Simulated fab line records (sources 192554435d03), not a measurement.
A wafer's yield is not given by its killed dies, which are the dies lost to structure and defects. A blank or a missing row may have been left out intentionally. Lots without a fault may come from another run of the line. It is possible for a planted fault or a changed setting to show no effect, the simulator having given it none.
Matching of chambers    flow n5-finfet    4 sister chambers for N5_BEOL_M10_STRIP_67 on rie-diel-04
The step strips in CF4. 4 wafers are shown with their chamber, then 10 later ones without.

## WAFERS WITH THEIR CHAMBER
wafer   chamber  throttle-valve-pct (%)
L086.5  1        13.47
L086.6  2        13.63
L089.1  0        13.54
L089.2  3        13.28

## WAFERS WITHOUT THEIR CHAMBER
wafer   throttle-valve-pct (%)
L089.5  13.26
L091.3  13.50
L091.4  13.54
L091.6  13.55
L087.1  13.25
L087.2  13.54
L087.6  13.28
L095.1  13.70
L095.3  13.53
L095.6  13.54

## CHAMBER TAKEN BY EACH
wafer    from the rows above       in truth
L089.5   3                         3
L091.3   can't be placed: 1 or 0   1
L091.4   0                         0
L091.6   0                         0
L087.1   3                         3
L087.2   0                         0
L087.6   3                         3
L095.1   2                         2
L095.3   can't be placed: 0 or 1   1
L095.6   0                         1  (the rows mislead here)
Correct placement for 7 of the 10. From these rows, 2 cannot be placed; in 2 the true chamber is one of the candidates. Number placed wrongly: 1.
How it was worked out, from the rows above alone: a wafer's distance from a chamber is the root of the sum, over the readings, of the square of ((its reading less the chamber's mean) divided by the reading's scatter). If the next closest chamber is less than 2 further off than the closest, the wafer can't be placed; otherwise it belongs to the closest. A chamber's mean is the mean of its shown wafers. The scatter: with one shown wafer a chamber, the root of the mean of the squares of how far each hidden wafer lies from its nearest shown one.
